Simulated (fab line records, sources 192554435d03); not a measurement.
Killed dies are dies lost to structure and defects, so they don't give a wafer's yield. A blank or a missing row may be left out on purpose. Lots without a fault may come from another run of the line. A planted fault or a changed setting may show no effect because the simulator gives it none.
Split-lot experiment | flow n5_finfet | 7 lots, 39 wafers read, on a route of 1938 steps

THE SPLIT
At N5_MIM_BOT_ETCH_ETCH_04 (etches SiNx in CF4/O2, target depth 26 nm, time 13 s), the setting time_s was moved away from the recipe's 13 s on 12 of the 39 wafers read, by -40.0% to +39.1%. The other wafers ran this setting at the recipe's value.

The reading is taken at the split's own step.

THE READING
MIM_BOT_ETCH.cd_offset_nm (the simulator's own value, which no gauge read), in nm, at N5_MIM_BOT_ETCH_ETCH_04 (etches SiNx in CF4/O2, target depth 26 nm, time 13 s). The file gives no usual value for it. The 27 wafers here that ran the recipe average 0.0 nm, standard deviation 0.095 nm.

wafer  | tool, chamber at the split | time_s as run, s | against the recipe | MIM_BOT_ETCH.cd_offset_nm, nm | against lot-mates on the recipe
L080.1 | rie_diel-04, 1             | 13               | recipe             | 0                             | -
L080.2 | rie_diel-04, 3             | 13               | recipe             | 0.2                           | -
L080.3 | rie_diel-04, 0             | 13               | recipe             | 0                             | -
L080.4 | rie_diel-04, 2             | 13               | recipe             | -0.2                          | -
L080.5 | rie_diel-04, 0             | 13               | recipe             | 0                             | -
L080.6 | rie_diel-04, 1             | 13               | recipe             | 0                             | -
L082.2 | rie_diel-02, 0             | 13               | recipe             | 0                             | -
L082.5 | rie_diel-02, 3             | 13               | recipe             | 0                             | -
L082.6 | rie_diel-02, 0             | 13               | recipe             | 0                             | -
L087.1 | rie_diel-05, 2             | 13               | recipe             | 0                             | -
L087.2 | rie_diel-05, 3             | 13               | recipe             | 0                             | -
L087.3 | rie_diel-05, 1             | 13               | recipe             | 0                             | -
L087.4 | rie_diel-05, 0             | 13               | recipe             | 0                             | -
L087.5 | rie_diel-05, 1             | 13               | recipe             | 0                             | -
L087.6 | rie_diel-05, 2             | 13               | recipe             | 0                             | -
L092.1 | rie_diel-05, 2             | 8.122            | -37.5%             | 0.4                           | +0.4
L092.2 | rie_diel-05, 1             | 13               | recipe             | 0                             | -
L092.3 | rie_diel-05, 0             | 8.122            | -37.5%             | 0.4                           | +0.4
L092.4 | rie_diel-05, 1             | 13               | recipe             | 0                             | -
L092.5 | rie_diel-05, 0             | 13               | recipe             | 0                             | -
L092.6 | rie_diel-05, 2             | 8.122            | -37.5%             | 0.4                           | +0.4
L095.1 | rie_diel-02, 2             | 18.08            | +39.1%             | -0.4                          | -0.5
L095.2 | rie_diel-02, 3             | 18.08            | +39.1%             | -0.4                          | -0.5
L095.3 | rie_diel-02, 1             | 13               | recipe             | 0.2                           | -
L095.4 | rie_diel-02, 0             | 18.08            | +39.1%             | -0.4                          | -0.5
L095.5 | rie_diel-02, 2             | 13               | recipe             | 0                             | -
L095.6 | rie_diel-02, 1             | 13               | recipe             | 0.2                           | -
L096.1 | rie_diel-02, 3             | 7.804            | -40.0%             | 0.4                           | +0.3
L096.2 | rie_diel-02, 2             | 7.804            | -40.0%             | 0.4                           | +0.3
L096.3 | rie_diel-02, 1             | 13               | recipe             | 0.2                           | -
L096.4 | rie_diel-02, 0             | 7.804            | -40.0%             | 0.4                           | +0.3
L096.5 | rie_diel-02, 1             | 13               | recipe             | 0.2                           | -
L096.6 | rie_diel-02, 0             | 13               | recipe             | 0                             | -
L097.1 | rie_diel-04, 2             | 16.56            | +27.4%             | -0.2                          | -0.3
L097.2 | rie_diel-04, 0             | 13               | recipe             | 0                             | -
L097.3 | rie_diel-04, 1             | 16.56            | +27.4%             | -0.2                          | -0.3
L097.4 | rie_diel-04, 3             | 16.56            | +27.4%             | -0.2                          | -0.3
L097.5 | rie_diel-04, 1             | 13               | recipe             | 0.2                           | -
L097.6 | rie_diel-04, 0             | 13               | recipe             | 0                             | -

THE FIT
A straight line over all 39 wafers: MIM_BOT_ETCH.cd_offset_nm changes by -0.0098 nm for each +1% of time_s; r = -0.92; the points scatter about the line by 0.083 nm.
The same after taking each lot's own level away (the mean of its wafers on the recipe; 39 wafers): -0.0102 nm for each +1%; r = -0.93; scatter 0.084 nm.
On that fit, the largest move of time_s shifts the reading by 0.41 nm.
The lots' own levels span 0.00 to 0.13 nm, that is 1.4 times the standard deviation above.
So the lot-to-lot level changes the slope little: the two slopes agree.
Check: with one of the wafers moved furthest among these (-40.0%) left out of the fit, the line predicts +0.407 nm for it against its lot-mates. It came out at +0.267 nm against them.

OTHER SPLITS ON THESE WAFERS
These wafers also went through other splits before the reading. Each is held against what the fit with the lots' levels taken away leaves over:
other split on the same wafers      | wafers away from the commonest value | r with MIM_BOT_ETCH.cd_offset_nm (lot level and that fit taken away)
N5_BEOL_M9_ETCH_66 time_s           | 9                                    | -0.28
N5_BEOL_M13_SPUTTER_43 target_thk_a | 15                                   | +0.03

THE WHOLE CHAIN: every reading that the file lists as answering this split, in the file's order
step                    | what it does                                         | reading                                                                    | change (the file's fit)                | r (the file's)
N5_MIM_BOT_ETCH_ETCH_04 | etches SiNx in CF4/O2, target depth 26 nm, time 13 s | etch.depth_nm (the simulator's own value, which no gauge read)             | +0.262 nm for each +1% of the setting  | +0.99
N5_MIM_BOT_ETCH_ETCH_04 | etches SiNx in CF4/O2, target depth 26 nm, time 13 s | MIM_BOT_ETCH.cd_offset_nm (the simulator's own value, which no gauge read) | -0.0102 nm for each +1% of the setting | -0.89

THE FILE'S OWN FIT
MIM_BOT_ETCH.cd_offset_nm changes by -0.0102 nm for each +1% of time_s, r = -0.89.
